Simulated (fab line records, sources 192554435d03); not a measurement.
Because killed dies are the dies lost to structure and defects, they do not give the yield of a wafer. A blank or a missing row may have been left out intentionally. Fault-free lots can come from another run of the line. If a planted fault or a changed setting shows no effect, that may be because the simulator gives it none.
Split-lot trial | flow n5-finfet | 7 lots, 21 wafers read, on a route of 1938 steps

== SPLIT DETAILS ==
At N5_BEOL_M8_TRENCH_ETCH_37 (etches SiCOH lowk in C4F6/O2, target depth 93.478 nm, time 31.2 s), the setting time-s was moved away from the recipe's 31.2 s on 7 of the 21 wafers read, by -18.6% to +21.2%. For the rest of the wafers, this setting stayed at what the recipe calls for.

== FROM THE SPLIT TO THE READING: what the file shows between them, 11 steps ==
- N5_BEOL_M8_ETCH_41: etches SiCN in CH3F/O2, target depth 31.9 nm, time 57.8 s
- N5_BEOL_M8_STRIP_80: strips in N2/H2, time 10 s
- N5_BEOL_M8_OCD_MEAS_38
- N5_BEOL_M8_HM_STRIP_39: strips TiN in peroxide tin strip, target depth 25 nm, time 158 s
- N5_BEOL_M8_SRD_40: time 30 s
- N5_BEOL_M8_ECD_50: material Cu, target thk 300 nm
- N5_BEOL_M8_ANNEAL_51: time 90 s
- N5_BEOL_M8_CMP_52: polishes, stops on SiCOH lowk, t overpolish 6.9 s, target thk 80 nm
- N5_BEOL_M8_THK_MEAS_53: measures by xrf
- N5_BEOL_M8_PRE_CLEAN_55: time 15 s
- N5_BEOL_M8_DEP_56: deposits SiCN from 3MS/NH3, target thk 10 nm, time 17.5 s

== THE READING ==
At N5_BEOL_M8_RS_MEAS_57, a four-point-probe measurement gives M8_RS in ohm/sq. Typical for fault-free wafers on this fab line: 0.286 ohm/sq, with standard deviation 0.0077 ohm/sq.

wafer  | tool, chamber at the split | time-s as run, s | against the recipe | M8_RS, ohm/sq | against lot-mates on the recipe
L076.2 | rie-diel-03, 3             | 35.57            | +14.0%             | 0.232         | -0.046
L076.5 | rie-diel-03, 3             | 31.2             | recipe             | 0.273         | -
L076.6 | rie-diel-03, 2             | 31.2             | recipe             | 0.284         | -
L080.1 | rie-diel-03, 0             | 31.2             | recipe             | 0.299         | -
L080.3 | rie-diel-03, 3             | 26.99            | -13.5%             | 0.350         | +0.051
L080.6 | rie-diel-03, 2             | 26.99            | -13.5%             | 0.356         | +0.057
L079.1 | rie-diel-06, 2             | 31.2             | recipe             | 0.298         | -
L079.2 | rie-diel-06, 3             | 31.2             | recipe             | 0.286         | -
L079.3 | rie-diel-06, 1             | 25.43            | -18.5%             | 0.394         | +0.102
L083.4 | rie-diel-03, 3             | 31.2             | recipe             | 0.269         | -
L083.5 | rie-diel-03, 2             | 31.2             | recipe             | 0.278         | -
L083.6 | rie-diel-03, 0             | 31.2             | recipe             | 0.289         | -
L086.2 | rie-diel-06, 1             | 31.2             | recipe             | 0.285         | -
L086.3 | rie-diel-06, 3             | 37.81            | +21.2%             | 0.220         | -0.065
L086.4 | rie-diel-06, 0             | 37.81            | +21.2%             | 0.222         | -0.063
L091.1 | rie-diel-04, 2             | 31.2             | recipe             | 0.273         | -
L091.2 | rie-diel-04, 3             | 25.41            | -18.6%             | 0.397         | +0.113
L091.3 | rie-diel-04, 0             | 31.2             | recipe             | 0.296         | -
L092.3 | rie-diel-06, 1             | 31.2             | recipe             | 0.288         | -
L092.4 | rie-diel-06, 2             | 31.2             | recipe             | 0.291         | -
L092.5 | rie-diel-06, 0             | 31.2             | recipe             | 0.286         | -

THE FIT
A straight line over all 21 wafers: M8_RS changes by -0.00435 ohm/sq for each +1% of time-s; r = -0.96; the points scatter about the line by 0.014 ohm/sq.
The same after taking each lot's own level away (the mean of its wafers on the recipe; 21 wafers): -0.00408 ohm/sq for each +1%; r = -0.96; scatter 0.013 ohm/sq.
Per that fit: largest time-s move, reading shift of 0.086 ohm/sq.
The span of the lots' own levels, 0.2785 to 0.2990 ohm/sq, comes to 2.7 times the standard deviation stated above.
The two slopes are in agreement: the lot-to-lot level therefore moves the slope only a little.
Check: for one of the wafers moved furthest among these (+21.2%), held out of the fit, the line's prediction against its lot-mates is -0.0866 ohm/sq. Against them it came out at -0.065 ohm/sq.

== THE WHOLE CHAIN: every reading that the file lists as answering this split, in the file's order ==
step                      | what it does                                                        | reading                                                                      | change (the file's fit)               | r (the file's)
N5_BEOL_M8_TRENCH_ETCH_37 | etches SiCOH lowk in C4F6/O2, target depth 93.478 nm, time 31.2 s   | etch.depth-nm (the simulator's own value, which no gauge read)               | +0.884 nm for each +1% of the setting | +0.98
N5_BEOL_M8_TRENCH_ETCH_37 | etches SiCOH lowk in C4F6/O2, target depth 93.478 nm, time 31.2 s   | BEOL_M8.feature-depth-nm (the simulator's own value, which no gauge read)    | +0.881 nm for each +1% of the setting | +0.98
N5_BEOL_M8_OCD_MEAS_38    |                                                                     | trench-depth-nm                                                              | +0.895 nm for each +1% of the setting | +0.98
N5_BEOL_M8_CMP_52         | polishes, stops on SiCOH lowk, t overpolish 6.9 s, target thk 80 nm | Cu_of_BEOL_M8_ECD_50.thk-nm (the simulator's own value, which no gauge read) | +0.945 nm for each +1% of the setting | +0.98
N5_BEOL_M8_THK_MEAS_53    | measures by xrf                                                     | M8_THK                                                                       | +0.949 for each +1% of the setting    | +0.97
N5_BEOL_M8_RS_MEAS_57     | measures by four-point-probe                                        | M8_RS                                                                        | -0.00442 for each +1% of the setting  | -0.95

== FILE'S OWN FIT ==
M8_RS changes by -0.00442 ohm/sq for each +1% of time-s, r = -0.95.
